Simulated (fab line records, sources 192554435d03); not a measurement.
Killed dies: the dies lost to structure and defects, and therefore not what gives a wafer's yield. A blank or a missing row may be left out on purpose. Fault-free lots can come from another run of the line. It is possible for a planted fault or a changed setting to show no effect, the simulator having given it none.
Comparing a struck lot with a sound one | flow n5 finfet | 15 out of 1938 route steps
Sound: the wafers L373.1, L373.3, L373.5. Struck: wafer L385.1. (L385.4, L385.5 of the same lot were not struck and are left out.) The cause comes at the end.
Each step with rows lists, per side, the tool, then ch with its chambers, then its first start. Under that, the readings that differ: sound wafers | struck wafers | difference of the means | sigmas: that difference in standard deviations of wafers without a fault.
alike: a reading whose means differ by less than 2 such deviations, as well as words and numbers matching on both sides. not compared: withheld readings; readings where some wafer has no value; bounds like >300 that might hide an equal value; numbers whose values overlap and for which the record gives no deviation.
Wherever a step has rows on one side only, a row that says differs or no value, or a row with sigmas, the two part there. Numbers that don't overlap but have no deviation are shown without sigmas and don't part them. Lack of a reading on every wafer of one side parts them only where that side has two or more wafers.

N5_HKMG_FIN_STRIP_34: strips in CF4.
  sound on rie diel-06 ch 0,2,3, day 4 10:44; struck on rie diel-01 ch 1, day 7 13:47
  reading               | sound          | struck | difference | sigmas
  oes product au (a.u.) | 0.74 0.77 0.72 | 0.91   | +0.17      | +3
  alike: drypump motor current A, rf vpp V, showerhead plenum p Torr, throttle valve pct
  not compared: rf hours counter h
then, 1 step without rows for these wafers: N5_HKMG_FIN_ETCH_35 (etches SOC in N2/H2, target depth 215.8 nm, time 243.4 s).
N5_HKMG_FIN_STRIP_92: strips SOC in N2/H2, time 20 s.
  sound on rie diel-06 ch 0,2,3, day 4 10:55; struck on rie diel-01 ch 1, day 7 13:57
  reading               | sound          | struck | difference | sigmas
  oes product au (a.u.) | 0.74 0.79 0.73 | 0.92   | +0.17      | +3
  rf vpp V (V)          | 52.9 53.3 53.9 | 55.5   | +2.1       | +3
  alike: drypump motor current A, showerhead plenum p Torr, throttle valve pct
  not compared: rf hours counter h
then, 1 step without rows for these wafers: N5_HKMG_FIN_WET_ETCH_18 (etches TiN in SC1, time 55 s, target depth 5.2 nm, rinse time 30 s).
N5_HKMG_FIN_STRIP_19: strips in N2/H2, time 360 s.
  sound on plasma asher-02 ch 0,1, day 4 11:03; struck on plasma asher-01 ch 0, day 7 14:05
  reading                     | sound          | struck | difference | sigmas
  drypump motor current A (A) | 5.19 5.40 5.39 | 4.82   | -0.51      | -2
  alike: heater power w
  not compared: rf hours counter h
N5_HKMG_FIN_ALD_91: deposits TiN, target thk 1 nm, pulse time 1 s, purge time 3 s.
  sound on ald metal-03 ch 1,2,3, day 4 11:26; struck on ald metal-01 ch 3, day 7 14:29
  alike: heater power w, precursor pulse height rel
  not compared: ald cycles
then, 2 steps without rows for these wafers: N5_HKMG_FIN_COAT_85 (time 60 s, resist thk 300 nm); N5_HKMG_FIN_ETCH_86 (etches SOC in N2/H2, stops on TiN, target depth 393.2 nm).
N5_HKMG_FIN_STRIP_89: strips SOC in N2/H2, time 20 s.
  sound on rie diel-01 ch 0,2, day 4 11:56; struck on rie diel-06 ch 2, day 7 14:53
  reading               | sound          | struck | difference | sigmas
  oes product au (a.u.) | 0.85 0.88 0.84 | 0.71   | -0.15      | -2
  alike: drypump motor current A, rf vpp V, showerhead plenum p Torr, throttle valve pct
  not compared: rf hours counter h
then, 3 steps without rows for these wafers: N5_HKMG_FIN_WET_ETCH_87 (etches TiN in SC1, time 154.2 s, target depth 4.7 nm, rinse time 30 s); N5_HKMG_FIN_STRIP_88 (strips in N2/H2, time 360 s); N5_HKMG_FIN_NWFM_ALD_20 (deposits TiAlC, target thk 2 nm, pulse time 3 s, purge time 2 s).
N5_HKMG_FIN_ALD_71: deposits TiN, target thk 1 nm, pulse time 1 s, purge time 3 s.
  sound on ald metal-01 ch 0,1,3, day 4 12:37; struck on ald metal-03 ch 1, day 7 15:33
  reading                                  | sound    | struck | difference | sigmas
  ald cycles                               | 47 47 47 | 19     | -28        |
  model.TiN_of_HKMG_FIN_ALD_71.thk nm (nm) | 1 1 1    | 0.4    | -0.6       |
  alike: heater power w, precursor pulse height rel
then, 2 steps without rows for these wafers: N5_HKMG_FIN_COAT_66 (time 60 s, resist thk 300 nm); N5_PASSIVATION_PROBE_49.

== WHERE THEY PART ==
First at N5_HKMG_FIN_STRIP_34; last, within this record, at N5_HKMG_FIN_STRIP_89. Later steps at which nothing parts them and some readings are alike: N5_HKMG_FIN_ALD_71.

WHY: what had been put in by the simulator
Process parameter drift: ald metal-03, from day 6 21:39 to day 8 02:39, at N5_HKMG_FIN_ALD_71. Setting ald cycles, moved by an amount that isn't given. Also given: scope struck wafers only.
